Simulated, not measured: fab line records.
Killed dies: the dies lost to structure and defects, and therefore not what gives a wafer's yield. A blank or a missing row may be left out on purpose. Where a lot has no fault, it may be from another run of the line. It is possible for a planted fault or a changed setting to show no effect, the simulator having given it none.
The tool behind it: which one? | flow nand harc | 36 wafers from 12 lots sampled at 6 of the route's 1159 steps

WHAT EACH GAUGE READ, for each wafer
NHARC_P_ZERO_WELL_CD_MEAS_52 targets a cd of 2000 nm.
lot  | measured    | on        | cd nm (nm)
L951 | day 1 17:41 | cd sem-03 | 2000.5 2000.3 2000.0
L952 | day 1 23:52 | cd sem-02 | 2000.3 2002.0 2001.2
L954 | day 2 11:35 | cd sem-02 | 2001.9 2001.7 2002.9
L956 | day 2 23:45 | cd sem-03 | 1996.3 1997.3 1997.0
L959 | day 3 17:29 | cd sem-02 | 2001.4 2000.0 2001.1
L961 | day 4 05:37 | cd sem-01 | 1998.8 2000.1 2002.6
L964 | day 4 23:53 | cd sem-02 | 1999.9 2001.0 1996.7
L967 | day 5 17:46 | cd sem-01 | 2043.8 2044.9 2042.7
L969 | day 6 05:44 | cd sem-03 | 2043.4 2044.3 2047.8
L970 | day 6 11:32 | cd sem-02 | 2002.5 1999.4 2000.7
L971 | day 6 17:36 | cd sem-01 | 1997.6 1999.3 2000.4
L974 | day 7 11:50 | cd sem-02 | 1998.0 1997.3 2001.1

NHARC_P_STI_INSPECT_25.
lot  | measured    | on                | raw defect count
L951 | day 5 07:06 | defect inspect-02 | 253 342 270
L952 | day 5 07:05 | defect inspect-02 | 109 128 149
L954 | day 5 07:06 | defect inspect-01 | 159 227 184
L956 | day 5 10:55 | defect inspect-01 | 177 257 167
L959 | day 5 10:55 | defect inspect-02 | 121 166 177
L961 | day 6 06:26 | defect inspect-02 | 146 136 145
L964 | day 6 22:33 | defect inspect-01 | 350 200 213
L967 | day 7 16:39 | defect inspect-02 | 258 204 278
L969 | day 8 00:47 | defect inspect-01 | 185 109 284
L970 | day 8 11:36 | defect inspect-01 | 113 160 114
L971 | day 8 17:46 | defect inspect-01 | 91 86 134
L974 | day 9 04:47 | defect inspect-01 | 152 160 229

NHARC_END_SORT_01.
lot  | measured     | on        | killed at array | killed at other | killed at periphery | killed dies | killed open | killed short
L951 | day 24 20:12 | prober-01 | 21 32 30        | 1 0 0           | 3 3 1               | 25 35 31    | 3 8 3       | 1 1 1
L952 | day 25 03:59 | prober-01 | 41 33 53        | 0 0 0           | 4 3 7               | 45 36 60    | 1 4 6       | 3 1 2
L967 | day 28 01:59 | prober-01 | 29 22 32        | 1 0 0           | 3 2 4               | 33 24 36    | 7 1 4       | 1 0 0
L969 | day 27 14:41 | prober-02 | 16 17 15        | 0 0 0           | 3 0 2               | 19 17 17    | 1 3 2       | 1 0 4

WHAT TOOL EACH LOT RAN ON (gives the tool, then ch and the chambers of the sampled wafers, and finally the start)
lot  | NHARC_P_ZERO_WELL_DESCUM_26       | NHARC_P_ZERO_WELL_EXPOSE_49      | NHARC_P_STI_CMP_21
L951 | rie diel-09 ch 0,1,2, day 1 14:41 | krf scanner-02 ch 0, day 1 17:32 | cmp-02 ch 1,2, day 4 22:37
L952 | rie diel-03 ch 0,2,3, day 1 20:55 | krf scanner-02 ch 0, day 1 23:43 | cmp-04 ch 1,3, day 4 22:46
L954 | rie diel-03 ch 0,2, day 2 08:37   | krf scanner-01 ch 0, day 2 11:26 | cmp-01 ch 0,1,3, day 4 22:46
L956 | rie diel-10 ch 2,3, day 2 20:37   | krf scanner-01 ch 0, day 2 23:36 | cmp-01 ch 1,2,3, day 5 02:40
L959 | rie diel-10 ch 0,1,2, day 3 14:31 | krf scanner-01 ch 0, day 3 17:19 | cmp-04 ch 0,3, day 5 02:27
L961 | rie diel-10 ch 0,1,2, day 4 02:46 | krf scanner-03 ch 0, day 4 05:28 | cmp-04 ch 2,3, day 5 20:19
L964 | rie diel-09 ch 0,1,2, day 4 20:47 | krf scanner-01 ch 0, day 4 23:43 | cmp-01 ch 0,1,3, day 6 13:19
L967 | rie diel-10 ch 0,3, day 5 14:46   | krf scanner-01 ch 0, day 5 17:37 | cmp-01 ch 0,3, day 7 06:56
L969 | rie diel-10 ch 0,1,2, day 6 02:38 | krf scanner-01 ch 0, day 6 05:35 | cmp-01 ch 0,1,3, day 7 14:23
L970 | rie diel-09 ch 2,3, day 6 08:29   | krf scanner-02 ch 0, day 6 11:22 | cmp-04 ch 0,3, day 8 02:17
L971 | rie diel-10 ch 2,3, day 6 14:45   | krf scanner-02 ch 0, day 6 17:27 | cmp-01 ch 0,1,3, day 8 07:57
L974 | rie diel-09 ch 0,1,2, day 7 08:50 | krf scanner-03 ch 0, day 7 11:41 | cmp-02 ch 1,2,3, day 8 20:21
- NHARC_P_ZERO_WELL_DESCUM_26: chemistry O2, time 3 s.
- NHARC_P_ZERO_WELL_EXPOSE_49: exposes mask P HVPW, target cd 2000 nm.
- NHARC_P_STI_CMP_21: polishes, t overpolish 20 s, target thk 380.67 nm.

WHAT THE TOOLS THEMSELVES READ (means of the sampled wafers that have a number; where no wafer has one, the mark that the record gives instead)
NHARC_P_ZERO_WELL_DESCUM_26.
lot  | tool        | drypump motor current A (A) | oes product au (a.u.) | rf vpp V (V) | showerhead plenum p Torr (Torr) | throttle valve pct (%)
L951 | rie diel-09 | 5.9                         | 0.999                 | 58.3         | 1.95                            | 11.318
L952 | rie diel-03 | 5.5                         | 0.998                 | 58.0         | 1.96                            | 11.315
L954 | rie diel-03 | 5.4                         | 1.001                 | 58.3         | 2.04                            | 11.316
L956 | rie diel-10 | 5.3                         | 0.991                 | 58.8         | 1.95                            | 11.303
L959 | rie diel-10 | 5.6                         | 1.003                 | 58.6         | 1.98                            | 11.311
L961 | rie diel-10 | 5.6                         | 1.002                 | 57.6         | 1.98                            | 11.312
L964 | rie diel-09 | 5.9                         | 0.988                 | 57.6         | 1.95                            | 11.315
L967 | rie diel-10 | 5.5                         | 1.004                 | 58.6         | 1.88                            | 11.312
L969 | rie diel-10 | 5.6                         | 0.999                 | 57.7         | 1.98                            | 11.308
L970 | rie diel-09 | 5.1                         | 0.992                 | 57.5         | 1.90                            | 11.319
L971 | rie diel-10 | 5.1                         | 0.990                 | 57.5         | 1.87                            | 11.314
L974 | rie diel-09 | 5.9                         | 0.982                 | 58.1         | 1.95                            | 11.315

NHARC_P_ZERO_WELL_EXPOSE_49.
lot  | tool           | exposure dose mJ cm2
L951 | krf scanner-02 | 22.625
L952 | krf scanner-02 | 22.642
L954 | krf scanner-01 | 22.682
L956 | krf scanner-01 | 22.608
L959 | krf scanner-01 | 22.626
L961 | krf scanner-03 | 22.648
L964 | krf scanner-01 | 22.639
L967 | krf scanner-01 | 29.445
L969 | krf scanner-01 | 29.415
L970 | krf scanner-02 | 22.609
L971 | krf scanner-02 | 22.646
L974 | krf scanner-03 | 22.620

NHARC_P_STI_CMP_21.
lot  | tool   | motor current A (A) | overpolish run s (s)
L951 | cmp-02 | 12.6                | 19.994
L952 | cmp-04 | 11.9                | 20.001
L954 | cmp-01 | 12.9                | 19.998
L956 | cmp-01 | 12.1                | 20.001
L959 | cmp-04 | 12.3                | 19.999
L961 | cmp-04 | 12.4                | 20.003
L964 | cmp-01 | 13.2                | 19.995
L967 | cmp-01 | 12.7                | 19.998
L969 | cmp-01 | 13.1                | 20.006
L970 | cmp-04 | 11.9                | 19.984
L971 | cmp-01 | 12.8                | 19.994
L974 | cmp-02 | 11.8                | 20.002

THE ANSWER, worked out from the rows above alone
Rule: the lots themselves supply what counts as usual. Put in order of their means at a reading, lots are off if they are a third of the lots or fewer, leave a main group of 4 or more, and stand apart from it by a gap of 3 or more times the standard deviation of the main group's means; of several such gaps the widest counts. Not used: any main group whose means are identical at the precision the tables above print for the reading. A lot without any number at a reading at which 4 lots or more have one is off too. The other lots that the step has rows for count as sound. After the gauges, taken in route order, come the tools' own readings; for these a lot's mean is taken, as printed above. The first step at which some lot is off is used, and at that step the reading that is off furthest; a lot without a number counts as furthest.
Off, at NHARC_P_ZERO_WELL_CD_MEAS_52 on cd nm: L967, L969. Main group: mean 2000.0 nm, sd 1.4.
A tool fits if, at a process step before that reading, it ran every lot that is off, and no sound lot after the first of them. The gauges at NHARC_P_ZERO_WELL_CD_MEAS_52 aren't tried: what is off there is off at NHARC_P_ZERO_WELL_EXPOSE_49 too, on other tools, and a gauge's error can't cause that. One fits: NHARC_P_ZERO_WELL_EXPOSE_49 on krf scanner-01. A fault onset in the window from L964 (day 4 23:43, its last sound lot) to L967 (day 5 17:37, its first lot off) fits.
On the lots that are off, the tool's own readings at NHARC_P_ZERO_WELL_EXPOSE_49 differ by more than 5 times the standard deviation of the sound lots' means, which bears it out; exposure dose mJ cm2 reads 29.430 there versus 22.634 on the sound lots.

WHAT THE SIMULATOR HAD PUT IN
Process parameter drift: krf scanner-01, from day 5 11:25 on, at NHARC_P_ZERO_WELL_EXPOSE_49. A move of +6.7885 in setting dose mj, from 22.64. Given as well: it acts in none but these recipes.
Shown lots that were struck: L967, L969. This agrees with what the rule above found.
